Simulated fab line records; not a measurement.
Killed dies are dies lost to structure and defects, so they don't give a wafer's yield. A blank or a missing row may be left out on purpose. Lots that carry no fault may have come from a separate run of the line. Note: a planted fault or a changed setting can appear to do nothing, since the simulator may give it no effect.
fab line records    flow n5Finfet
[record] lots = 7  wafers = 21
route steps=1938 shown GATE_CUT@466 MOL_CONTACT_COAG@519 BEOL_M0_SAQP@663 BEOL_M1@755
startH: start of the lot's first displayed wafer, in hours after the record's first day    waitH: hours since the lot's step before    " repeats the value in the row above    L1.1+2: several wafers, shown together as one row    - value missing, or start not given    * or withheld: withheld    < > ~ a bound
route shown NAME@n: NAME is a module with steps in the file, n the number in the route of the first one    usual: mean/standard deviation taken from wafers without a fault    same: alike in all rows    chamber/n: place in a boat    sites: the reading at each site    _std_site: standard deviation across them    _edge_site: mean of outer sites minus mean of inner sites    radiusMm: for every site, how far away it sits from the centre of the wafer    mask NAME#n: copy n    behind: the tool/chamber that last shaped the wafer    hold: cause of the lot's hold/its duration in hours/its outcome    device: which transistor (n, p or np) failed to switch    end of line: tests of these same wafers at the route's end    a step without rows: its recipe alone    killed: dies that structure and defects cost at the first sort, which is not the same as the wafer's yield    map: a wafer's dies, marking killed ones x, the rest . and places with no die _
set.NAME: the setting as run; set.NAME@STEP: as run at that earlier step    model.NAME: the simulator's own value behind a step, which no gauge read
lots run with intentionally changed settings; tables by step, rows by wafer
[[steps]]
[step N5_GATE_CUT_ETCH_56]
[recipe] chemistry = Cl2/Ar  target = TiN  targetDepthA = 216  pressureMtorr = 10  icpW = 600  biasW = 60  Cl2_flow_sccm = 40  Ar_flow_sccm = 60
lot.wafer  tool         chamber  startH  waitH  set.icpW  model.etch.depthNm
L074.2     rieMetal-02  0        83.22   0.1    505.9     18.87
L074.3     "            1        "       "      600       21.64
L074.6     "            0        "       "      505.9     19.01
L076.1     rieMetal-03  1        94.10   0.1    600       21.29
L076.2     "            0        "       "      632.4     23.73
L076.5     "            0        "       "      600       22.57
L083.2     rieMetal-01  1        135.28  0.1    600       21.15
L083.3     "            0        "       "      600       21.62
L083.5     "            0        "       "      600       21.49
L084.1     rieMetal-01  1        142.00  0.1    600       21.38
L084.3     "            0        "       "      675.5     24.29
L084.6     "            1        "       "      600       21.24
L092.1     rieMetal-01  1        187.81  0.1    600       21.04
L092.4     "            0        "       "      600       21.8
L092.6     "            0        "       "      600       21.81
L094.1     rieMetal-01  1        200.97  0.1    636.5     22.34
L094.3     "            0        "       "      636.5     22.81
L094.5     "            0        "       "      636.5     22.94
L095.1     rieMetal-02  1        205.79  0.1    641.5     23.06
L095.2     "            0        "       "      600       21.82
L095.4     "            0        "       "      600       22.03
[step N5_GATE_CUT_ALD_22]
[recipe] material = SiNx  targetThkA = 160  tempC = 400  aldPrecursorFamily = SiH2I2  aldCoReactant = N2/H2-plasma  pulseTimeS = 1  aldCycles = 320  purgeTimeS = 2  coReactantPurgeTimeS = 2  pressureTorr = 2
lot.wafer   tool       chamber  startH  waitH  set.aldCycles  model.SiNx_of_GATE_CUT_ALD_22.thkNm
L074.2      aldSin-02  0        87.86   0.2    341            17
L074.3      "          3        "       "      320            16
L074.6      "          2        "       "      341            17.2
L076.1      aldSin-03  2        99.26   0.7    362            18
L076.2+5    "          1        "       "      320            16
L083.2+5    aldSin-03  0,2      139.85  0.0    320            16.2
L083.3      "          3        "       "      320            16
L084.1      aldSin-02  3        147.50  1.0    294            14.8
L084.3      "          0        "       "      320            16
L084.6      "          2        "       "      320            16.2
L092.1+4+6  aldSin-03  0,2,0    192.37  0.0    320            16.2
L094.1      aldSin-01  0        206.24  0.0    320            16
L094.3+5    "          1,3      "       "      270            13.4
L095.1+4    aldSin-03  2,1      210.47  0.0    320            16.2
L095.2      "          3        "       "      301            15.2
[step N5_MOL_CONTACT_COAG_COAT_58]
[recipe] resist = underlayer  tempC = 205  timeS = 60  spinRpm = 1500  resistThkNm = 10
lot.wafer   tool           chamber  startH  waitH  set.spinRpm  model.underlayer_of_MOL_CONTACT_COAG_COAT_58.thkNm
L074.2      lithoTrack-01  0        -       -      1426         10.2
L074.3+6    "              0        "       "      1500         10
L076.1+2    lithoTrack-03  0        -       -      1500         10
L076.5      "              0        "       "      1562         9.8
L083.2+3+5  lithoTrack-04  0        -       -      1500         10
L084.1      lithoTrack-03  0        -       -      1561         9.8
L084.3+6    "              0        "       "      1500         10
L092.1+4+6  lithoTrack-03  0        -       -      1500         10
L094.1      lithoTrack-03  0        -       -      1443         10.2
L094.3+5    "              0        "       "      1500         10
L095.1+2    lithoTrack-03  0        -       -      1608         9.6
L095.4      "              0        "       "      1500         10
[step N5_MOL_CONTACT_COAG_COAT_02]
[recipe] resist = CAR-EUV  spinRpm = 1500  resistThkNm = 30
[step N5_MOL_CONTACT_COAG_EBR_04]
[recipe] solvent = PGMEA  ebrWidthMm = 1.5
[step N5_MOL_CONTACT_COAG_DESCUM_13]
[recipe] chemistry = O2  timeS = 7  sourcePowerW = 50  biasPowerW = 20  pressureMtorr = 20  rfFrequencyHz = 2.712e+07  tempC = 40  resist = CAR-EUV  o2FlowSccm = 225
[step N5_MOL_CONTACT_COAG_ETCH_59]
[recipe] chemistry = N2/H2  target = underlayer  targetDepthA = 130  maskMaterial = CAR-EUV  timeS = 10.4  ionEnergyEv = 200  pressureMtorr = 30  sourceW = 840  biasW = 150  n2FlowSccm = 200  h2FlowSccm = 200  ends = cleared
lot.wafer  tool        chamber  startH  waitH  set.spinRpm@MOL_CONTACT_COAG_COAT_58  model.etch.depthNm
L074.2     rieDiel-01  3        90.87   0.0    1426                                  10.26
L074.3     "           2        "       "      1500                                  9.999
L074.6     "           1        "       "      1500                                  9.994
L076.1     rieDiel-03  1        102.24  0.0    1500                                  10.04
L076.2     "           3        "       "      1500                                  10.03
L076.5     "           1        "       "      1562                                  9.831
L083.2     rieDiel-06  1        142.91  0.0    1500                                  10
L083.3     "           2        "       "      1500                                  9.992
L083.5     "           3        "       "      1500                                  9.996
L084.1     rieDiel-01  0        150.48  0.0    1561                                  9.8
L084.3     "           1        "       "      1500                                  10
L084.6     "           2        "       "      1500                                  9.992
L092.1     rieDiel-01  2        195.46  0.0    1500                                  9.995
L092.4     "           1        "       "      1500                                  10.03
L092.6     "           3        "       "      1500                                  9.979
L094.1     rieDiel-06  2        209.34  0.0    1443                                  10.15
L094.3     "           3        "       "      1500                                  9.912
L094.5     "           0        "       "      1500                                  9.94
L095.1     rieDiel-01  1        213.58  0.0    1608                                  9.677
L095.2     "           0        "       "      1608                                  9.666
L095.4     "           3        "       "      1500                                  9.996
[step N5_MOL_CONTACT_COAG_COAT_78]
[recipe] resist = CAR-EUV  spinRpm = 1500  resistThkNm = 40
lot.wafer   tool           chamber  startH  waitH  set.spinRpm  model.CAR-EUV_of_MOL_CONTACT_COAG_COAT_78.thkNm
L074.2      lithoTrack-01  0        -       -      1500         39.6
L074.3+6    "              0        "       "      1558         39
L076.1      lithoTrack-04  0        -       -      1500         39.8
L076.2      "              0        "       "      1500         40
L076.5      "              0        "       "      1661         38
L083.2+3    lithoTrack-03  0        -       -      1500         40
L083.5      "              0        "       "      1500         39.8
L084.1+6    lithoTrack-04  0        -       -      1500         39.8
L084.3      "              0        "       "      1500         40
L092.1+4+6  lithoTrack-04  0        -       -      1500         39.8
L094.1      lithoTrack-03  0        -       -      1564         39
L094.3      "              0        "       "      1500         39.8
L094.5      "              0        "       "      1564         39.2
L095.1+2+4  lithoTrack-04  0        -       -      1436         40.6
[step N5_MOL_CONTACT_COAG_EBR_80]
[recipe] solvent = PGMEA  ebrWidthMm = 1.5
[step N5_MOL_CONTACT_COAG_SOFTBAKE_79]
[recipe] tempC = 110  timeS = 60  resist = CAR-EUV
[step N5_MOL_CONTACT_COAG_EXPOSE_81]
[recipe] maskId = VG  na = 0.33  sourceShape = annular  sigmaInner = 0.3  sigmaOuter = 0.7  polarization = unpolarized  defocusNm = 0  doseMj = 59.5
[step N5_MOL_CONTACT_COAG_PEB_82]
[recipe] pebTempC = 100  pebTimeS = 60  resist = CAR-EUV
[step N5_MOL_CONTACT_COAG_DEVELOP_83]
[recipe] developTimeS = 30  developer = TMAH  resist = CAR-EUV  rinseLiquid = surfactantRinse  dry = airSpin  devTempC = 23
lot.wafer   tool           chamber  startH  waitH  set.spinRpm@MOL_CONTACT_COAG_COAT_78  model.CAR-EUV_of_MOL_CONTACT_COAG_COAT_78.thkNm
L074.2      lithoTrack-01  0        -       -      1500                                  39.2
L074.3+6    "              0        "       "      1558                                  38.6
L076.1+2    lithoTrack-01  0        -       -      1500                                  39.4
L076.5      "              0        "       "      1661                                  37.4
L083.2+3    lithoTrack-01  0        -       -      1500                                  39.6
L083.5      "              0        "       "      1500                                  39.4
L084.1+6    lithoTrack-01  0        -       -      1500                                  39.4
L084.3      "              0        "       "      1500                                  39.6
L092.1+4+6  lithoTrack-04  0        -       -      1500                                  39.4
L094.1      lithoTrack-01  0        -       -      1564                                  38.4
L094.3      "              0        "       "      1500                                  39.2
L094.5      "              0        "       "      1564                                  38.6
L095.1+2+4  lithoTrack-03  0        -       -      1436                                  40.2
[step N5_MOL_CONTACT_COAG_DESCUM_88]
[recipe] chemistry = O2  timeS = 7  sourcePowerW = 50  biasPowerW = 20  pressureMtorr = 20  rfFrequencyHz = 2.712e+07  tempC = 40  resist = CAR-EUV  o2FlowSccm = 225
[step N5_MOL_CONTACT_COAG_ETCH_89]
[recipe] chemistry = N2/H2  target = underlayer  targetDepthA = 130  maskMaterial = CAR-EUV  timeS = 10.4  ionEnergyEv = 200  pressureMtorr = 30  sourceW = 840  biasW = 150  n2FlowSccm = 200  h2FlowSccm = 200  ends = cleared
[step N5_MOL_CONTACT_COAG_ETCH_90]
[recipe] chemistry = CF4  target = SiARC  targetDepthA = 130  maskMaterial = CAR-EUV  timeS = 21.7  ionEnergyEv = 80  pressureMtorr = 40  sourceW = 545  biasW = 36  Ar_flow_sccm = 100  cf4FlowSccm = 100  ends = cleared
lot.wafer   tool        chamber  startH  waitH  set.spinRpm@MOL_CONTACT_COAG_COAT_78  model.CAR-EUV_of_MOL_CONTACT_COAG_COAT_78.thkNm
L074.2      rieDiel-01  3        101.53  0.0    1500                                  16.6
L074.3      "           0        "       "      1558                                  16
L074.6      "           3        "       "      1558                                  16.2
L076.1+2    rieDiel-06  1,3      114.23  0.0    1500                                  16.8
L076.5      "           0        "       "      1661                                  15
L083.2+3    rieDiel-06  2,1      153.77  0.0    1500                                  17
L083.5      "           2        "       "      1500                                  16.8
L084.1+3+6  rieDiel-06  0,1,3    162.65  0.0    1500                                  16.8
L092.1+4    rieDiel-01  0,3      203.83  0.0    1500                                  16.8
L092.6      "           0        "       "      1500                                  16.6
L094.1      rieDiel-01  0        219.40  0.0    1564                                  15.8
L094.3      "           1        "       "      1500                                  16.6
L094.5      "           0        "       "      1564                                  16
L095.1      rieDiel-06  3        223.77  0.0    1436                                  17.4
L095.2+4    "           2,1      "       "      1436                                  17.6
[step N5_BEOL_M0_SAQP_SPACER1_ALD_98]
[recipe] material = SiO2  targetThkA = 128  tempC = 300  aldPrecursorFamily = BDEAS  aldCoReactant = O2-plasma  pulseTimeS = 1  purgeTimeS = 2  coReactantPurgeTimeS = 2  aldCycles = 138  pressureTorr = 2
lot.wafer   tool       chamber  startH  waitH  set.tempC  model.SiO2_of_BEOL_M0_SAQP_SPACER1_ALD_98.thkNm
L074.2      aldSin-03  3        113.99  0.6    300        12.8
L074.3      "          2        "       "      294.4      13
L074.6      "          0        "       "      294.4      13.2
L076.1+2    aldSin-03  0,1      123.31  0.3    300        12.8
L076.5      "          2        "       "      286.7      13.4
L083.2+3+5  aldSin-02  1,3,3    164.71  1.4    300        12.8
L084.1+3+6  aldSin-02  1,2,1    174.23  0.8    300        12.8
L092.1+4+6  aldSin-02  0,3,1    217.50  0.9    300        12.8
L094.1      aldSin-03  1        228.90  0.3    288.5      13.4
L094.3      "          2        "       "      300        13
L094.5      "          1        "       "      300        12.8
L095.1+2+4  aldSin-04  1,2,0    236.76  0.4    300        12.8
[step N5_BEOL_M0_SAQP_SPACER1_ETCHBACK_99]
[recipe] chemistry = CHF3/O2  mode = anisotropicEtchback  target = SiO2  targetDepthA = 154  timeS = 7.7  pressureMtorr = 30  sourceW = 650  biasW = 170  Ar_flow_sccm = 200  CHF3_flow_sccm = 50  O2_flow_sccm = 5  ionEnergyEv = 200
[step N5_BEOL_M0_SAQP_MANDREL1_REMOVE_100]
[recipe] chemistry = HBr/Cl2/O2  btTimeS = 10  target = a-Si  stopOn = SiNx  endpoint = OES-SiCl  overEtchFrac = 0.85  icpW = 600  biasW = 30  HBr_flow_sccm = 150  Cl2_flow_sccm = 80  O2_flow_sccm = 5  pressureMtorr = 10
lot.wafer   tool      chamber  startH  waitH  set.tempC@BEOL_M0_SAQP_SPACER1_ALD_98  model.BEOL_M0_SAQP.cdNm
L074.2      rieSi-06  3        114.57  0.1    300                                    12.8
L074.3+6    "         2,1      "       "      294.4                                  13.2
L076.1+2    rieSi-06  0,1      123.87  0.1    300                                    12.8
L076.5      "         3        "       "      286.7                                  13.4
L083.2+5    rieSi-01  2,0      165.27  0.1    300                                    12.6
L083.3      "         0        "       "      300                                    12.8
L084.1+6    rieSi-03  2        174.79  0.1    300                                    12.6
L084.3      "         1        "       "      300                                    12.8
L092.1+4+6  rieSi-06  2,3,1    218.06  0.1    300                                    12.8
L094.1      rieSi-01  3        229.46  0.1    288.5                                  13.4
L094.3      "         1        "       "      300                                    13
L094.5      "         3        "       "      300                                    12.8
L095.1      rieSi-03  3        237.39  0.1    300                                    12.8
L095.2+4    "         0,2      "       "      300                                    12.6
[step N5_BEOL_M0_SAQP_ETCH_106]
[recipe] chemistry = N2/H2  target = SOC  targetDepthA = 1500  stopOn = SiNx  ionEnergyEv = 100  biasW = 61  pressureMtorr = 30  sourceW = 850  n2FlowSccm = 200  h2FlowSccm = 200
lot.wafer  tool        chamber  startH  waitH  set.targetDepthA  model.SOC_of_BEOL_M0_SAQP_COAT_105.thkNm
L074.2     rieDiel-05  2        115.70  -      1322              33.6
L074.3     "           0        "       "      1322              32.2
L074.6     "           2        "       "      1500              24
L076.1     rieDiel-02  0        124.69  -      1500              21.4
L076.2     "           3        "       "      1429              30.6
L076.5     "           2        "       "      1429              29.8
L083.2     rieDiel-02  0        166.10  -      1500              22
L083.3+5   "           2        "       "      1500              27.6
L084.1     rieDiel-05  0        175.74  -      1500              22.8
L084.3     "           1        "       "      1500              23.8
L084.6     "           2        "       "      1500              24.4
L092.1     rieDiel-02  1        218.88  -      1370              32.2
L092.4     "           2        "       "      1500              26.6
L092.6     "           0        "       "      1500              19.6
L094.1     rieDiel-05  1        230.35  -      1500              24.2
L094.3     "           3        "       "      1643              18
L094.5     "           3        "       "      1643              18.8
L095.1     rieDiel-04  0        238.24  -      1500              24.4
L095.2     "           3        "       "      1500              24.6
L095.4     "           0        "       "      1630              18
[step N5_BEOL_M1_COAT_61]
[recipe] resist = SOC  tempC = 250  timeS = 60  spinRpm = 1500  resistThkNm = 60
lot.wafer  tool           chamber  startH  waitH  set.spinRpm  model.SOC_of_BEOL_M1_COAT_61.thkNm
L074.2     lithoTrack-05  0        125.99  0.1    1500         60.2
L074.3     "              0        "       "      1666         57.2
L074.6     "              0        "       "      1500         60.4
L076.1+5   lithoTrack-01  0        135.06  0.1    1398         62
L076.2     "              0        "       "      1500         59.8
L083.2+5   lithoTrack-05  0        180.53  0.1    1500         60
L083.3     "              0        "       "      1500         60.4
L084.1+3   lithoTrack-03  0        189.50  0.1    1500         59.6
L084.6     "              0        "       "      1500         60
L092.1     lithoTrack-01  0        227.08  0.1    1500         60.4
L092.4     "              0        "       "      1414         62
L092.6     "              0        "       "      1500         60.2
L094.1     lithoTrack-03  0        238.71  0.1    1380         62.6
L094.3     "              0        "       "      1500         60
L094.5     "              0        "       "      1380         62.4
L095.1     lithoTrack-01  0        248.31  0.1    1500         60.2
L095.2     "              0        "       "      1667         57.2
L095.4     "              0        "       "      1667         57
[step N5_BEOL_M1_EXPOSE_08]
[recipe] maskId = M1  na = 0.33  sourceShape = dipole  sigmaInner = 0.369  sigmaOuter = 0.767  polarization = unpolarized  doseMj = 33
lot.wafer   tool           chamber  startH  waitH  mask  set.doseMj
L074.2+6    euvScanner-02  0        126.13  -      M1#0  33
L074.3      "              0        "       "      M1#0  33.77
L076.1      euvScanner-02  0        135.32  -      M1#0  30.74
L076.2+5    "              0        "       "      M1#0  33
L083.2+3+5  euvScanner-02  0        180.80  -      M1#0  33
L084.1+3    euvScanner-01  0        189.76  -      M1#0  34.9
L084.6      "              0        "       "      M1#0  33
L092.1      euvScanner-02  0        227.22  -      M1#0  34.26
L092.4+6    "              0        "       "      M1#0  33
L094.1      euvScanner-01  0        238.98  -      M1#0  35.25
L094.3+5    "              0        "       "      M1#0  33
L095.1+4    euvScanner-02  0        248.57  -      M1#0  33
L095.2      "              0        "       "      M1#0  34.13
[step N5_BEOL_M1_PEB_09]
[recipe] pebTempC = 100  pebTimeS = 60  resist = CAR-EUV
[step N5_BEOL_M1_DEVELOP_10]
[recipe] developTimeS = 30  developer = TMAH  resist = CAR-EUV  rinseLiquid = surfactantRinse  dry = airSpin  devTempC = 23
[step N5_BEOL_M1_CD_MEAS_11]
[recipe] targetCdNm = 17.05  landingEnergyEv = 500  detector = seInlens  polarity = opening
[usual] cdNm = 17.07/0.26
lot.wafer  tool      chamber  startH  waitH  set.doseMj@BEOL_M1_EXPOSE_08  cdNm
L074.2     cdSem-02  0        126.26  -      33                            17.17
L074.3     "         0        "       "      33.77                         17.39
L074.6     "         0        "       "      33                            17.02
L076.1     cdSem-03  0        135.45  -      30.74                         15.69
L076.2     "         0        "       "      33                            17.31
L076.5     "         0        "       "      33                            17.36
L083.2     cdSem-01  0        180.92  -      33                            17.18
L083.3     "         0        "       "      33                            17.24
L083.5     "         0        "       "      33                            17.39
L084.1     cdSem-02  0        189.89  -      34.9                          18.28
L084.3     "         0        "       "      34.9                          17.84
L084.6     "         0        "       "      33                            17.12
L092.1     cdSem-02  0        227.35  -      34.26                         18.13
L092.4     "         0        "       "      33                            17.22
L092.6     "         0        "       "      33                            17.44
L094.1     cdSem-03  0        239.10  -      35.25                         18.49
L094.3     "         0        "       "      33                            17.21
L094.5     "         0        "       "      33                            17.29
L095.1     cdSem-03  0        248.70  -      33                            17.07
L095.2     "         0        "       "      34.13                         18.11
L095.4     "         0        "       "      33                            17.13
[step N5_BEOL_M1_DESCUM_16]
[recipe] chemistry = O2  timeS = 7  sourcePowerW = 50  biasPowerW = 20  pressureMtorr = 20  rfFrequencyHz = 2.712e+07  tempC = 40  resist = CAR-EUV  o2FlowSccm = 225
[step N5_BEOL_M1_ETCH_74]
[recipe] chemistry = N2/H2  target = underlayer  targetDepthA = 65  maskMaterial = CAR-EUV  timeS = 5.2  ionEnergyEv = 200  pressureMtorr = 30  sourceW = 840  biasW = 150  n2FlowSccm = 200  h2FlowSccm = 200  ends = cleared
lot.wafer  tool        chamber  startH  waitH  set.doseMj@BEOL_M1_EXPOSE_08  model.BEOL_M1.cdOffsetNm
L074.2+6   rieDiel-04  3,1      126.49  0.0    33                            0
L074.3     "           0        "       "      33.77                         0.4
L076.1     rieDiel-05  0        135.73  0.0    30.74                         -1.4
L076.2     "           2        "       "      33                            0.2
L076.5     "           2        "       "      33                            0
L083.2+3   rieDiel-02  3,0      181.08  0.0    33                            0.4
L083.5     "           0        "       "      33                            0.2
L084.1     rieDiel-02  2        190.04  0.0    34.9                          1.2
L084.3     "           0        "       "      34.9                          1.4
L084.6     "           0        "       "      33                            0.2
L092.1     rieDiel-05  3        227.50  0.0    34.26                         0.8
L092.4     "           1        "       "      33                            0.2
L092.6     "           2        "       "      33                            0
L094.1     rieDiel-02  3        239.41  0.0    35.25                         1.6
L094.3     "           0        "       "      33                            0.4
L094.5     "           2        "       "      33                            0.2
L095.1     rieDiel-05  2        248.89  0.0    33                            0
L095.2     "           0        "       "      34.13                         0.8
L095.4     "           1        "       "      33                            0.2
[step N5_BEOL_M1_ETCH_63]
[recipe] chemistry = CF4  target = SiARC  targetDepthA = 156  maskMaterial = CAR-EUV  timeS = 26  ionEnergyEv = 80  pressureMtorr = 40  sourceW = 545  biasW = 36  Ar_flow_sccm = 100  cf4FlowSccm = 100  ends = cleared
lot.wafer  tool        chamber  startH  waitH  set.doseMj@BEOL_M1_EXPOSE_08  model.BEOL_M1.cdOffsetNm
L074.2+6   rieDiel-04  3,1      126.51  0.0    33                            0
L074.3     "           0        "       "      33.77                         0.4
L076.1     rieDiel-05  0        135.75  0.0    30.74                         -1.2
L076.2     "           2        "       "      33                            0.2
L076.5     "           2        "       "      33                            0
L083.2+3   rieDiel-02  3,0      181.10  0.0    33                            0.4
L083.5     "           0        "       "      33                            0.2
L084.1     rieDiel-02  2        190.06  0.0    34.9                          1.2
L084.3     "           0        "       "      34.9                          1.6
L084.6     "           0        "       "      33                            0.2
L092.1     rieDiel-05  3        227.52  0.0    34.26                         1
L092.4     "           1        "       "      33                            0.2
L092.6     "           2        "       "      33                            0
L094.1     rieDiel-02  3        239.43  0.0    35.25                         1.8
L094.3     "           0        "       "      33                            0.4
L094.5     "           2        "       "      33                            0.2
L095.1     rieDiel-05  2        248.91  0.0    33                            0
L095.2     "           0        "       "      34.13                         1
L095.4     "           1        "       "      33                            0.2
[[key]]
[split] step = N5_GATE_CUT_ETCH_56  setting = icpW  stated = 600  by = wafer
[response] step = N5_GATE_CUT_ETCH_56  reading = model.etch.depthNm  change = +0.202  per = 1%  r = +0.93
[split] step = N5_GATE_CUT_ALD_22  setting = aldCycles  stated = 320  by = wafer
[response] step = N5_GATE_CUT_ALD_22  reading = model.SiNx_of_GATE_CUT_ALD_22.thkNm  change = +0.162  per = 1%  r = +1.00
[split] step = N5_MOL_CONTACT_COAG_COAT_58  setting = spinRpm  stated = 1500  by = wafer
[response] step = N5_MOL_CONTACT_COAG_COAT_58  reading = model.underlayer_of_MOL_CONTACT_COAG_COAT_58.thkNm  change = -0.0504  per = 1%  r = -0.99
[response] step = N5_MOL_CONTACT_COAG_ETCH_59  reading = model.etch.depthNm  change = -0.0495  per = 1%  r = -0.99
[split] step = N5_MOL_CONTACT_COAG_COAT_78  setting = spinRpm  stated = 1500  by = wafer
[response] step = N5_MOL_CONTACT_COAG_COAT_78  reading = model.CAR-EUV_of_MOL_CONTACT_COAG_COAT_78.thkNm  change = -0.173  per = 1%  r = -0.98
[response] step = N5_MOL_CONTACT_COAG_DEVELOP_83  reading = model.CAR-EUV_of_MOL_CONTACT_COAG_COAT_78.thkNm  change = -0.18  per = 1%  r = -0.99
[response] step = N5_MOL_CONTACT_COAG_ETCH_90  reading = model.CAR-EUV_of_MOL_CONTACT_COAG_COAT_78.thkNm  change = -0.163  per = 1%  r = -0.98
[split] step = N5_BEOL_M0_SAQP_SPACER1_ALD_98  setting = tempC  stated = 300  by = wafer
[response] step = N5_BEOL_M0_SAQP_SPACER1_ALD_98  reading = model.SiO2_of_BEOL_M0_SAQP_SPACER1_ALD_98.thkNm  change = -0.136  per = 1%  r = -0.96
[response] step = N5_BEOL_M0_SAQP_MANDREL1_REMOVE_100  reading = model.BEOL_M0_SAQP.cdNm  change = -0.141  per = 1%  r = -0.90
[split] step = N5_BEOL_M0_SAQP_ETCH_106  setting = targetDepthA  stated = 1500  by = wafer
[response] step = N5_BEOL_M0_SAQP_ETCH_106  reading = model.SOC_of_BEOL_M0_SAQP_COAT_105.thkNm  change = -0.835  per = 1%  r = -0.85
[split] step = N5_BEOL_M1_COAT_61  setting = spinRpm  stated = 1500  by = wafer
[response] step = N5_BEOL_M1_COAT_61  reading = model.SOC_of_BEOL_M1_COAT_61.thkNm  change = -0.291  per = 1%  r = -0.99
[split] step = N5_BEOL_M1_EXPOSE_08  setting = doseMj  stated = 33  by = wafer
[response] step = N5_BEOL_M1_CD_MEAS_11  reading = cdNm  change = +0.204  per = 1%  r = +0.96
[response] step = N5_BEOL_M1_ETCH_74  reading = model.BEOL_M1.cdOffsetNm  change = +0.199  per = 1%  r = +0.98
[response] step = N5_BEOL_M1_ETCH_63  reading = model.BEOL_M1.cdOffsetNm  change = +0.212  per = 1%  r = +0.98
